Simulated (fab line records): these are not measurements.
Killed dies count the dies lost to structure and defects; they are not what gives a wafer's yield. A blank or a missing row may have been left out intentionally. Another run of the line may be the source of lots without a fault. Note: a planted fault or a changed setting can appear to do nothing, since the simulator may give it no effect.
fab line records    flow n5_finfet
record: lots: 7  wafers: 39
route steps=1938 shown PMOS_HMC_CHANNEL_EPI@68 STI_FIN_REVEAL@190 SD_EPI_N@269 MOL_CONTACT_COAG@559 BEOL_M1@753 BEOL_M2@844 BEOL_M3@981
start_h: the number of hours between the record's first day and the start of the first shown wafer of the lot    wait_h: hours since the lot's step before    " identical to the entry in the row above    L1.1+2: several wafers, shown together as one row    - either no value or no given start    * or withheld: withheld    < > ~ a bound
route shown NAME@n: NAME is a module with steps in the file, n the number in the route of the first one    usual: mean and standard deviation over wafers with no fault    same: alike in all rows    chamber/n: place in a boat    sites: each site's reading    _std_site: their standard deviation    _edge_site: mean of outer sites minus mean of inner sites    radius_mm: for every site, how far away it sits from the centre of the wafer    mask NAME#n: copy n    behind: the last tool/chamber to shape the wafer    hold: reason for holding the lot/hours on hold/outcome of the hold    device: whichever transistor did not switch (one of n, p or np)    end of line: the tests these same wafers got at the end of their route    step lacking rows: just its recipe    killed: not the wafer's yield, but the dies lost to structure and defects at the first sort    map: shows each die of a wafer: x if killed, . if not, _ if none is there
set.NAME: the run value of the setting; set.NAME@STEP: its run value at that earlier step    model.NAME: the simulator's own value behind a step, which no gauge read
lots whose settings were changed on purpose; a table a step, a row a wafer
== steps ==
step: N5_PMOS_HMC_CHANNEL_EPI_DESCUM_14
recipe: chemistry: O2  time_s: 7.9  source_power_w: 50  bias_power_w: 20  pressure_mtorr: 20  rf_frequency_hz: 2.712e+07  temp_c: 40  resist: CAR-ArF-block  o2_flow_sccm: 225
lot.wafer  tool         chamber  start_h  wait_h  set.time_s  model.CAR-ArF-block_of_PMOS_HMC_CHANNEL_EPI_COAT_03.thk_nm
L076.1     rie_diel-04  2        29.34    0.0     7.9         198.7
L076.2     "            1        "        "       6.524       199.8
L076.3     "            0        "        "       7.9         198.6
L076.4     "            3        "        "       6.524       199.5
L076.5     "            0        "        "       7.9         198.4
L076.6     "            1        "        "       6.524       200.1
L080.1     rie_diel-02  3        53.55    0.0     7.9         198
L080.2     "            2        "        "       7.9         197.6
L080.3     "            0        "        "       7.9         198.1
L080.4     "            2        "        "       3.871       200.8
L080.5     "            0        "        "       3.871       200.4
L080.6     "            3        "        "       3.871       200.2
L081.1+6   rie_diel-04  0,2      59.47    0.0     7.9         199
L081.2+5   "            2,3      "        "       7.9         198.8
L081.3     "            3        "        "       7.9         199.9
L081.4     "            1        "        "       7.9         199.1
L087.2     rie_diel-03  1        97.09    1.3     7.9         198.4
L087.3     "            0        "        "       7.9         198
L087.5     "            3        "        "       7.9         198.6
L089.1     rie_diel-03  0        107.18   0.2     5.291       200
L089.2     "            3        "        "       5.291       201
L089.3     "            1        "        "       7.9         198.5
L089.4     "            2        "        "       7.9         198.7
L089.5     "            2        "        "       7.9         198.2
L089.6     "            1        "        "       5.291       200.4
L094.1     rie_diel-03  2        139.30   0.0     7.9         198.3
L094.2+3   "            1,0      "        "       7.9         198.6
L094.4+5   "            2,0      "        "       7.9         198.8
L094.6     "            1        "        "       7.9         198.9
L095.1     rie_diel-04  2        143.78   0.2     7.9         197.8
L095.2     "            0        "        "       11.52       196.1
L095.3     "            3        "        "       11.52       196
L095.4     "            1        "        "       7.9         198.2
L095.5     "            2        "        "       11.52       195.6
L095.6     "            1        "        "       7.9         198.3
step: N5_STI_FIN_REVEAL_ETCHBACK_08
recipe: chemistry: C4F6/O2  target: SiO2  target_depth_a: 305  time_s: 10.167  ion_energy_ev: 250  pressure_mtorr: 30  source_w: 345  bias_w: 185  Ar_flow_sccm: 300  C4F6_flow_sccm: 10  O2_flow_sccm: 10
lot.wafer   tool         chamber  start_h  wait_h  set.target_depth_a
L076.1+2+6  rie_diel-05  3,0,1    46.18    0.2     244.3
L076.3+4+5  "            2,1,2    "        "       305
L080.1+3+6  rie_diel-06  2,1,0    70.48    0.2     305
L080.2+4+5  "            3,0,3    "        "       130.1
L081.1+3+5  rie_diel-01  1,2,1    76.63    0.2     414.4
L081.2+4+6  "            3,0,2    "        "       305
L087.2+3+5  rie_diel-06  0,3,0    113.97   0.3     305
L089.1+4+6  rie_diel-01  1,2,3    124.85   0.3     305
L089.2+3+5  "            3,0,0    "        "       255.4
L094.1+3+4  rie_diel-01  3,1,2    155.72   0.3     305
L094.2+5+6  "            2,3,1    "        "       220
L095.1+2+5  rie_diel-05  2,3,2    160.19   0.2     415.5
L095.3+4+6  "            1,3,1    "        "       305
step: N5_STI_FIN_REVEAL_STRIP_24
recipe: chemistry: N2/H2  time_s: 90  power_w: 100  temp_c: 40  pressure_mtorr: 100  rf_frequency_hz: 6e+07  bias_power_w: 3  n2_flow_sccm: 300  h2_flow_sccm: 300
step: N5_STI_FIN_REVEAL_PRECLEAN_25
recipe: chemistry: SPM  time_s: 90  temp_c: 120  mix: 4:1
step: N5_STI_FIN_REVEAL_SRD_23
recipe: dry: ipa_marangoni  time_s: 30  temp_c: 23  rinse_liquid: diw
step: N5_STI_FIN_REVEAL_FIN_H_MEAS_10
usual: trench_depth_nm: 51.8/0.92
lot.wafer  tool    chamber  start_h  wait_h  set.target_depth_a@STI_FIN_REVEAL_ETCHBACK_08  trench_depth_nm
L076.1     ocd-01  -        49.15    0.0     244.3                                          46.0
L076.2     "       -        "        "       244.3                                          45.7
L076.3     "       -        "        "       305                                            52.4
L076.4     "       -        "        "       305                                            53.3
L076.5     "       -        "        "       305                                            52.8
L076.6     "       -        "        "       244.3                                          47.4
L080.1     ocd-02  -        73.42    0.0     305                                            52.2
L080.2     "       -        "        "       130.1                                          34.9
L080.3     "       -        "        "       305                                            50.3
L080.4     "       -        "        "       130.1                                          34.4
L080.5     "       -        "        "       130.1                                          35.1
L080.6     "       -        "        "       305                                            51.8
L081.1     ocd-01  -        79.57    0.0     414.4                                          62.0
L081.2     "       -        "        "       305                                            52.3
L081.3     "       -        "        "       414.4                                          62.9
L081.4     "       -        "        "       305                                            52.2
L081.5     "       -        "        "       414.4                                          63.2
L081.6     "       -        "        "       305                                            52.6
L087.2     ocd-01  -        117.11   0.0     305                                            50.7
L087.3     "       -        "        "       305                                            51.9
L087.5     "       -        "        "       305                                            50.8
L089.1     ocd-01  -        127.94   0.0     305                                            51.7
L089.2     "       -        "        "       255.4                                          47.8
L089.3     "       -        "        "       255.4                                          47.0
L089.4     "       -        "        "       305                                            53.0
L089.5     "       -        "        "       255.4                                          47.1
L089.6     "       -        "        "       305                                            52.7
L094.1     ocd-01  -        158.67   0.0     305                                            52.6
L094.2     "       -        "        "       220                                            43.2
L094.3     "       -        "        "       305                                            51.7
L094.4     "       -        "        "       305                                            51.9
L094.5     "       -        "        "       220                                            43.7
L094.6     "       -        "        "       220                                            43.2
L095.1     ocd-02  -        163.20   0.0     415.5                                          63.6
L095.2     "       -        "        "       415.5                                          62.4
L095.3     "       -        "        "       305                                            53.3
L095.4     "       -        "        "       305                                            51.5
L095.5     "       -        "        "       415.5                                          63.0
L095.6     "       -        "        "       305                                            52.3
step: N5_SD_EPI_N_DEVELOP_08
recipe: develop_time_s: 30  developer: TMAH  resist: CAR-ArF-block  dev_temp_c: 23  rinse_liquid: diw  dry: air_spin
lot.wafer   tool            chamber  start_h  wait_h  set.develop_time_s
L076.1+3+4  litho_track-05  0        -        -       22.65
L076.2+5+6  "               0        "        "       30
L080.1+2+5  litho_track-01  0        -        -       39.56
L080.3+4+6  "               0        "        "       30
L081.1+2+5  litho_track-04  0        -        -       30
L081.3+4+6  "               0        "        "       45.74
L087.2+3+5  litho_track-05  0        -        -       30
L089.1+3+4  litho_track-05  0        -        -       43.42
L089.2+5+6  "               0        "        "       30
L094.1+2+3  litho_track-04  0        -        -       30
L094.4+5+6  "               0        "        "       22.88
L095.1+3+5  litho_track-04  0        -        -       46.76
L095.2+4+6  "               0        "        "       30
step: N5_SD_EPI_N_CD_MEAS_09
recipe: target_cd_nm: 120  landing_energy_ev: 500  detector: se_inlens
usual: cd_nm: 119.9/0.74
lot.wafer  tool       chamber  start_h  wait_h  set.develop_time_s@SD_EPI_N_DEVELOP_08  cd_nm
L076.1     cd_sem-03  0        60.53    -       22.65                                   118.0
L076.2     "          0        "        "       30                                      119.7
L076.3     "          0        "        "       22.65                                   117.6
L076.4     "          0        "        "       22.65                                   117.3
L076.5     "          0        "        "       30                                      119.4
L076.6     "          0        "        "       30                                      119.1
L080.1     cd_sem-01  0        86.38    -       39.56                                   121.7
L080.2     "          0        "        "       39.56                                   121.5
L080.3     "          0        "        "       30                                      119.7
L080.4     "          0        "        "       30                                      120.3
L080.5     "          0        "        "       39.56                                   121.0
L080.6     "          0        "        "       30                                      120.7
L081.1     cd_sem-02  0        90.58    -       30                                      119.7
L081.2     "          0        "        "       30                                      119.4
L081.3     "          0        "        "       45.74                                   121.9
L081.4     "          0        "        "       45.74                                   121.5
L081.5     "          0        "        "       30                                      119.5
L081.6     "          0        "        "       45.74                                   121.4
L087.2     cd_sem-02  0        128.04   -       30                                      118.9
L087.3     "          0        "        "       30                                      120.5
L087.5     "          0        "        "       30                                      119.9
L089.1     cd_sem-01  0        139.64   -       43.42                                   123.9
L089.2     "          0        "        "       30                                      120.7
L089.3     "          0        "        "       43.42                                   123.2
L089.4     "          0        "        "       43.42                                   122.8
L089.5     "          0        "        "       30                                      121.0
L089.6     "          0        "        "       30                                      121.8
L094.1     cd_sem-02  0        169.92   -       30                                      120.7
L094.2     "          0        "        "       30                                      120.3
L094.3     "          0        "        "       30                                      120.2
L094.4     "          0        "        "       22.88                                   117.9
L094.5     "          0        "        "       22.88                                   118.3
L094.6     "          0        "        "       22.88                                   118.1
L095.1     cd_sem-02  0        174.97   -       46.76                                   121.7
L095.2     "          0        "        "       30                                      119.6
L095.3     "          0        "        "       46.76                                   122.2
L095.4     "          0        "        "       30                                      119.6
L095.5     "          0        "        "       46.76                                   122.0
L095.6     "          0        "        "       30                                      119.5
step: N5_SD_EPI_N_DESCUM_14
recipe: chemistry: O2  time_s: 7.9  source_power_w: 50  bias_power_w: 20  pressure_mtorr: 20  rf_frequency_hz: 2.712e+07  temp_c: 40  resist: CAR-ArF-block  o2_flow_sccm: 225
lot.wafer   tool         chamber  start_h  wait_h  set.develop_time_s@SD_EPI_N_DEVELOP_08  model.SD_EPI_N.cd_nm
L076.1      rie_diel-05  0        60.64    0.1     22.65                                   118.2
L076.2+5    "            2,1      "        "       30                                      119.8
L076.3      "            1        "        "       22.65                                   117.6
L076.4      "            3        "        "       22.65                                   117.4
L076.6      "            2        "        "       30                                      119.4
L080.1      rie_diel-05  3        86.48    0.0     39.56                                   121.4
L080.2      "            1        "        "       39.56                                   121.6
L080.3      "            0        "        "       30                                      120
L080.4+6    "            2,1      "        "       30                                      120.6
L080.5      "            2        "        "       39.56                                   121.2
L081.1+5    rie_diel-05  2        90.67    0.0     30                                      119.6
L081.2      "            1        "        "       30                                      119.4
L081.3+4+6  "            0,3,3    "        "       45.74                                   121.8
L087.2+5    rie_diel-06  1        128.93   0.8     30                                      119.6
L087.3      "            3        "        "       30                                      120.4
L089.1      rie_diel-01  0        139.73   0.0     43.42                                   123.6
L089.2+5    "            1,0      "        "       30                                      120.6
L089.3      "            2        "        "       43.42                                   123.4
L089.4      "            3        "        "       43.42                                   122.4
L089.6      "            3        "        "       30                                      121.8
L094.1      rie_diel-01  3        170.01   0.0     30                                      120.6
L094.2+3    "            2,1      "        "       30                                      120
L094.4      "            1        "        "       22.88                                   118
L094.5      "            2        "        "       22.88                                   118.4
L094.6      "            3        "        "       22.88                                   117.8
L095.1+5    rie_diel-01  0,2      175.06   0.0     46.76                                   122
L095.2+6    "            1        "        "       30                                      119.4
L095.3      "            3        "        "       46.76                                   122.4
L095.4      "            2        "        "       30                                      119.6
step: N5_SD_EPI_N_ETCH_34
recipe: chemistry: CF4  target: SiARC  target_depth_a: 455  mask_material: CAR-ArF-block  time_s: 75.8  ion_energy_ev: 80  pressure_mtorr: 40  source_w: 545  bias_w: 36  Ar_flow_sccm: 100  cf4_flow_sccm: 100  ends: cleared
lot.wafer   tool         chamber  start_h  wait_h  set.develop_time_s@SD_EPI_N_DEVELOP_08  model.SD_EPI_N.cd_nm
L076.1      rie_diel-05  0        60.68    0.0     22.65                                   118.4
L076.2      "            2        "        "       30                                      119.8
L076.3+4    "            1,3      "        "       22.65                                   117.8
L076.5      "            1        "        "       30                                      120
L076.6      "            2        "        "       30                                      119.4
L080.1      rie_diel-05  3        86.51    0.0     39.56                                   121.6
L080.2      "            1        "        "       39.56                                   121.8
L080.3      "            0        "        "       30                                      120
L080.4      "            2        "        "       30                                      120.2
L080.5      "            2        "        "       39.56                                   121
L080.6      "            1        "        "       30                                      120.6
L081.1+2    rie_diel-05  2,1      90.70    0.0     30                                      119.6
L081.3+4+6  "            0,3,3    "        "       45.74                                   122
L081.5      "            2        "        "       30                                      119.4
L087.2+5    rie_diel-06  1        128.96   0.0     30                                      119.8
L087.3      "            3        "        "       30                                      120.4
L089.1+3    rie_diel-01  0,2      139.76   0.0     43.42                                   123.6
L089.2      "            1        "        "       30                                      120.6
L089.4      "            3        "        "       43.42                                   122.4
L089.5      "            0        "        "       30                                      120.4
L089.6      "            3        "        "       30                                      122
L094.1      rie_diel-01  3        170.04   0.0     30                                      120.8
L094.2+3    "            2,1      "        "       30                                      120.2
L094.4      "            1        "        "       22.88                                   118.2
L094.5      "            2        "        "       22.88                                   118.6
L094.6      "            3        "        "       22.88                                   118
L095.1+5    rie_diel-01  0,2      175.09   0.0     46.76                                   122.2
L095.2+4    "            1,2      "        "       30                                      119.8
L095.3      "            3        "        "       46.76                                   122.8
L095.6      "            1        "        "       30                                      119.6
step: N5_MOL_CONTACT_COAG_ALD_27
recipe: material: SiOC  target_thk_a: 170  temp_c: 400  ald_precursor_family: carbosiloxane  ald_co_reactant: H2-plasma  pulse_time_s: 1.5  time_s: 2720  purge_time_s: 2  co_reactant_purge_time_s: 2  ald_cycles: 340  pressure_torr: 2
lot.wafer   tool        chamber  start_h  wait_h  set.time_s  model.SiOC_of_MOL_CONTACT_COAG_ALD_27.thk_nm
L076.1+5    ald_sin-02  3,0      109.01   0.5     1550        9.8
L076.2+3+4  "           1,0,2    "        "       2720        17
L076.6      "           1        "        "       1550        9.6
L080.1+2+3  ald_sin-01  1,0,3    133.18   0.0     2720        17
L080.4+5+6  "           2,0,3    "        "       2720        17.2
L081.1+6    ald_sin-03  1        137.26   0.5     1387        8.8
L081.2      "           3        "        "       2720        17
L081.3      "           2        "        "       1387        8.6
L081.4+5    "           0        "        "       2720        17.2
L087.2+3+5  ald_sin-02  3,0,3    174.62   0.3     2720        17
L089.1+2+3  ald_sin-02  1,0,2    191.52   0.2     2089        13
L089.4+5    "           3,1      "        "       2720        17
L089.6      "           2        "        "       2720        16.8
L094.1+2+4  ald_sin-03  0,3,1    216.36   0.0     3493        17
L094.3+5+6  "           2,0,1    "        "       2720        17
L095.1      ald_sin-02  1        221.53   0.0     2720        16.8
L095.2+3+4  "           0,2,0    "        "       3347        17
L095.5+6    "           2,1      "        "       2720        17
step: N5_BEOL_M1_PECVD_72
recipe: material: SiO2  target_thk_a: 160  temp_c: 400  precursor: TEOS/O2  pressure_torr: 5.5  rf_w: 450  teos_flow_sccm: 53.8  gas: O2  flow_sccm: 3000  time_s: 18
lot.wafer   tool      chamber  start_h  wait_h  set.time_s  model.SiO2_of_BEOL_M1_PECVD_72.thk_nm
L076.1+2    pecvd-02  0,2      140.36   0.0     18          16
L076.3      "         1        "        "       18          15.6
L076.4+6    "         0,2      "        "       25.76       23
L076.5      "         1        "        "       25.76       22.4
L080.1+5    pecvd-02  0        157.30   0.0     7.31        7
L080.2+4    "         1        "        "       18          16.2
L080.3      "         2        "        "       7.31        6.8
L080.6      "         2        "        "       18          16.4
L081.1      pecvd-02  2        167.89   0.0     18          15.6
L081.2      "         1        "        "       18          15.4
L081.3+5+6  "         0,1,0    "        "       18          15.8
L081.4      "         2        "        "       18          16.2
L087.2      pecvd-02  0        208.00   0.0     18          15.8
L087.3      "         1        "        "       18          15.6
L087.5      "         2        "        "       18          16.2
L089.1      pecvd-04  2        217.65   0.0     18          15.6
L089.2+6    "         0,1      "        "       18          15.8
L089.3      "         1        "        "       24.66       21.4
L089.4      "         0        "        "       24.66       21.8
L089.5      "         2        "        "       24.66       21.6
L094.1+2+4  pecvd-02  1,2,1    244.27   0.0     18          15.8
L094.3+5    "         0,2      "        "       18          16
L094.6      "         0        "        "       18          16.2
L095.1      pecvd-04  2        244.75   0.0     18          15.6
L095.2      "         0        "        "       25.07       21.8
L095.3      "         1        "        "       18          15.8
L095.4      "         1        "        "       18          16
L095.5      "         0        "        "       25.07       22.2
L095.6      "         2        "        "       25.07       22
step: N5_BEOL_M2_HM_DEP_02
recipe: material: TiN  target_thk_a: 200  temp_c: 25  chamber_pressure_pa: 0.49996
lot.wafer   tool            chamber  start_h  wait_h  set.target_thk_a  model.TiN_of_BEOL_M2_HM_DEP_02.thk_nm
L076.1+2+4  pvd_sputter-03  -        152.65   1.6     200               20
L076.3      "               -        "        "       127.9             12.6
L076.5      "               -        "        "       127.9             12.8
L076.6      "               -        "        "       127.9             13
L080.1+3+4  pvd_sputter-03  -        173.23   0.2     165.6             16.6
L080.2+6    "               -        "        "       200               20.2
L080.5      "               -        "        "       200               20
L081.1+6    pvd_sputter-01  -        179.82   0.1     200               20
L081.2      "               -        "        "       200               19.8
L081.3+5    "               -        "        "       238.1             24
L081.4      "               -        "        "       238.1             23.8
L087.2      pvd_sputter-01  -        220.04   0.3     200               20.2
L087.3      "               -        "        "       200               19.8
L087.5      "               -        "        "       200               19.6
L089.1+3    pvd_sputter-01  -        226.50   0.2     109.8             11
L089.2+4    "               -        "        "       200               20.2
L089.5      "               -        "        "       109.8             10.8
L089.6      "               -        "        "       200               20
L095.1+2    pvd_sputter-01  -        255.43   1.4     200               20
L095.3+5+6  "               -        "        "       200               19.8
L095.4      "               -        "        "       200               20.2
L094.1+3+6  pvd_sputter-01  -        255.53   1.3     200               19.4
L094.2+4+5  "               -        "        "       200               19.6
step: N5_BEOL_M2_COAT_61
recipe: resist: SOC  temp_c: 250  time_s: 60  spin_rpm: 1500  resist_thk_nm: 60
step: N5_BEOL_M2_COAT_62
recipe: resist: SiARC  temp_c: 220  time_s: 60  spin_rpm: 1500  resist_thk_nm: 12
step: N5_BEOL_M2_STRIP_75
recipe: chemistry: N2/H2  temp_c: 40  n2_flow_sccm: 200  h2_flow_sccm: 200  rf_frequency_hz: 6e+07
step: N5_BEOL_M2_STRIP_66
recipe: chemistry: CF4  resist: SiARC  power_w: 300  bias_power_w: 75  pressure_mtorr: 50  cf4_flow_sccm: 150  rf_frequency_hz: 6e+07
step: N5_BEOL_M2_HM_OPEN_17
recipe: chemistry: Cl2/BCl3  target_depth_a: 200  overetch_a: 60  target: TiN  mask_material: SOC  ion_energy_ev: 150  pressure_mtorr: 10  icp_w: 1000  bias_w: 126  Cl2_flow_sccm: 53.25  bcl3_flow_sccm: 21.75  Ar_flow_sccm: 25
lot.wafer  tool          chamber  start_h  wait_h  set.target_thk_a@BEOL_M2_HM_DEP_02  model.etch.depth_nm
L076.1     rie_metal-03  0        153.92   0.0     200                                 19.93
L076.2     "             1        "        "       200                                 20.02
L076.3     "             0        "        "       127.9                               12.67
L076.4     "             1        "        "       200                                 20.05
L076.5     "             1        "        "       127.9                               12.89
L076.6     "             0        "        "       127.9                               12.95
L080.1     rie_metal-01  1        174.00   0.0     165.6                               16.65
L080.2     "             0        "        "       200                                 20.25
L080.3     "             1        "        "       165.6                               16.59
L080.4     "             0        "        "       165.6                               16.62
L080.5     "             1        "        "       200                                 20.05
L080.6     "             0        "        "       200                                 20.12
L081.1     rie_metal-03  0        180.96   0.0     200                                 20.06
L081.2     "             1        "        "       200                                 19.84
L081.3     "             0        "        "       238.1                               24.04
L081.4     "             1        "        "       238.1                               23.76
L081.5     "             0        "        "       238.1                               24.1
L081.6     "             1        "        "       200                                 19.97
L087.2     rie_metal-02  0        221.49   0.0     200                                 20.27
L087.3     "             0        "        "       200                                 19.84
L087.5     "             0        "        "       200                                 19.68
L089.1     rie_metal-01  1        227.27   0.0     109.8                               10.92
L089.2     "             0        "        "       200                                 20.13
L089.3     "             1        "        "       109.8                               11
L089.4     "             0        "        "       200                                 20.14
L089.5     "             1        "        "       109.8                               10.86
L089.6     "             0        "        "       200                                 19.92
L095.1     rie_metal-03  1        256.35   0.0     200                                 19.96
L095.2     "             0        "        "       200                                 20.01
L095.3     "             1        "        "       200                                 19.81
L095.4     "             0        "        "       200                                 20.17
L095.5     "             1        "        "       200                                 19.89
L095.6     "             0        "        "       200                                 19.87
L094.1     rie_metal-02  0        256.50   0.0     200                                 19.42
L094.2     "             1        "        "       200                                 19.51
L094.3     "             0        "        "       200                                 19.36
L094.4     "             1        "        "       200                                 19.64
L094.5     "             1        "        "       200                                 19.58
L094.6     "             0        "        "       200                                 19.47
step: N5_BEOL_M3_ETCH_41
recipe: chemistry: CH3F/O2  target: SiCN  target_depth_a: 299  taper_deg: 2  time_s: 52.5  ion_energy_ev: 120  mask_material: TiN  pressure_mtorr: 30  source_w: 395  bias_w: 75  Ar_flow_sccm: 150  CH3F_flow_sccm: 30  O2_flow_sccm: 20
lot.wafer  tool         chamber  start_h  wait_h  set.target_depth_a  model.etch.depth_nm
L076.1     rie_diel-04  2        -        -       299                 19.32
L076.2     "            1        "        "       248.3               16.48
L076.3     "            3        "        "       299                 19.95
L076.4     "            0        "        "       248.3               16.28
L076.5     "            2        "        "       299                 19.38
L076.6     "            3        "        "       248.3               16.41
L080.1     rie_diel-02  2        -        -       299                 20.51
L080.2     "            3        "        "       420.9               28.62
L080.3     "            0        "        "       420.9               26.87
L080.4     "            1        "        "       420.9               27.47
L080.5     "            0        "        "       299                 19.15
L080.6     "            3        "        "       299                 20.22
L081.1     rie_diel-02  3        -        -       299                 20.04
L081.2     "            0        "        "       225.5               14.35
L081.3     "            1        "        "       299                 19.09
L081.4     "            2        "        "       225.5               15.27
L081.5     "            0        "        "       299                 18.86
L081.6     "            1        "        "       225.5               14.55
L087.2     rie_diel-04  3        -        -       299                 19.67
L087.3     "            2        "        "       299                 19.22
L087.5     "            3        "        "       299                 19.84
L089.1     rie_diel-02  3        -        -       203                 13.82
L089.2     "            0        "        "       299                 18.84
L089.3     "            2        "        "       299                 20.31
L089.4     "            1        "        "       299                 19.4
L089.5     "            2        "        "       203                 13.81
L089.6     "            1        "        "       203                 13.12
L095.1     rie_diel-02  3        -        -       299                 20.23
L095.2     "            1        "        "       228.2               14.56
L095.3     "            2        "        "       299                 20.29
L095.4     "            2        "        "       228.2               15.41
L095.5     "            1        "        "       228.2               14.65
L095.6     "            3        "        "       299                 20.13
L094.1     rie_diel-02  1        -        -       352.1               22.76
L094.2     "            3        "        "       352.1               23.87
L094.3     "            2        "        "       299                 20.24
L094.4     "            2        "        "       299                 20.19
L094.5     "            1        "        "       352.1               22.93
L094.6     "            3        "        "       299                 20.2
== key ==
split: step: N5_PMOS_HMC_CHANNEL_EPI_DESCUM_14  setting: time_s  stated: 7.9  by: wafer
response: step: N5_PMOS_HMC_CHANNEL_EPI_DESCUM_14  reading: model.CAR-ArF-block_of_PMOS_HMC_CHANNEL_EPI_COAT_03.thk_nm  change: -0.0524  per: 1%  r: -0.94
split: step: N5_STI_FIN_REVEAL_ETCHBACK_08  setting: target_depth_a  stated: 305  by: wafer
response: step: N5_STI_FIN_REVEAL_FIN_H_MEAS_10  reading: trench_depth_nm  change: +0.296  per: 1%  r: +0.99
split: step: N5_SD_EPI_N_DEVELOP_08  setting: develop_time_s  stated: 30  by: wafer
response: step: N5_SD_EPI_N_CD_MEAS_09  reading: cd_nm  change: +0.0472  per: 1%  r: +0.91
response: step: N5_SD_EPI_N_DESCUM_14  reading: model.SD_EPI_N.cd_nm  change: +0.0491  per: 1%  r: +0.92
response: step: N5_SD_EPI_N_ETCH_34  reading: model.SD_EPI_N.cd_nm  change: +0.0505  per: 1%  r: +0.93
split: step: N5_MOL_CONTACT_COAG_ALD_27  setting: time_s  stated: 2720  by: wafer
response: step: N5_MOL_CONTACT_COAG_ALD_27  reading: model.SiOC_of_MOL_CONTACT_COAG_ALD_27.thk_nm  shape: bent  at_lowest: 8.733  at_stated: 17.03  at_highest: 17
split: step: N5_BEOL_M1_PECVD_72  setting: time_s  stated: 18  by: wafer
response: step: N5_BEOL_M1_PECVD_72  reading: model.SiO2_of_BEOL_M1_PECVD_72.thk_nm  change: +0.158  per: 1%  r: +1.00
split: step: N5_BEOL_M2_HM_DEP_02  setting: target_thk_a  stated: 200  by: wafer
response: step: N5_BEOL_M2_HM_DEP_02  reading: model.TiN_of_BEOL_M2_HM_DEP_02.thk_nm  change: +0.203  per: 1%  r: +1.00
response: step: N5_BEOL_M2_HM_OPEN_17  reading: model.etch.depth_nm  change: +0.202  per: 1%  r: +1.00
split: step: N5_BEOL_M3_ETCH_41  setting: target_depth_a  stated: 299  by: wafer
response: step: N5_BEOL_M3_ETCH_41  reading: model.etch.depth_nm  change: +0.191  per: 1%  r: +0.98
